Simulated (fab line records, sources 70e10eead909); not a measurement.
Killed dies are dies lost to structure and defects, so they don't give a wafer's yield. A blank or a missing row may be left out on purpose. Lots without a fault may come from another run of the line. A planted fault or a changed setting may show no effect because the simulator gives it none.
Chamber matching | flow nand_harc | NHARC_A_ZERO_WELL_ETCH_13 on rie_si-01: 4 sister chambers
The step etches the open film in HBr/Cl2, target depth 120 nm, time 40.1 s. 4 wafers are shown with their chamber, then 10 later ones without.

WAFERS WITH THEIR CHAMBER
wafer  | chamber | drypump_motor_current_A (A)
L083.5 | 1       | 5.92
L083.6 | 0       | 5.79
L087.3 | 2       | 5.56
L087.4 | 3       | 5.20

WAFERS WITHOUT THEIR CHAMBER
wafer  | drypump_motor_current_A (A)
L087.6 | 5.80
L090.2 | 5.76
L090.4 | 5.22
L090.5 | 5.22
L093.1 | 5.60
L093.3 | 5.23
L093.4 | 5.76
L095.4 | 5.92
L095.5 | 5.20
L095.6 | 5.59

WHICH CHAMBER EACH WENT THROUGH
wafer  | from the rows above | in truth
L087.6 | 0                   | 0
L090.2 | 0                   | 0
L090.4 | 3                   | 3
L090.5 | 3                   | 3
L093.1 | 2                   | 2
L093.3 | 3                   | 3
L093.4 | 0                   | 0
L095.4 | 1                   | 1
L095.5 | 3                   | 3
L095.6 | 2                   | 2
Placed correctly: 10 of 10. Can't be placed from these rows: 0. Placed wrongly: 0.
How it was worked out, from the rows above alone: a wafer's distance from a chamber is the root of the sum, over the readings, of the square of ((its reading less the chamber's mean) divided by the reading's scatter). The wafer belongs to the nearest chamber; if the next one is less than 2 further off, it can't be placed. A chamber's mean is the mean of its shown wafers. The scatter: with one shown wafer a chamber, the root of the mean of the squares of how far each hidden wafer lies from its nearest shown one.
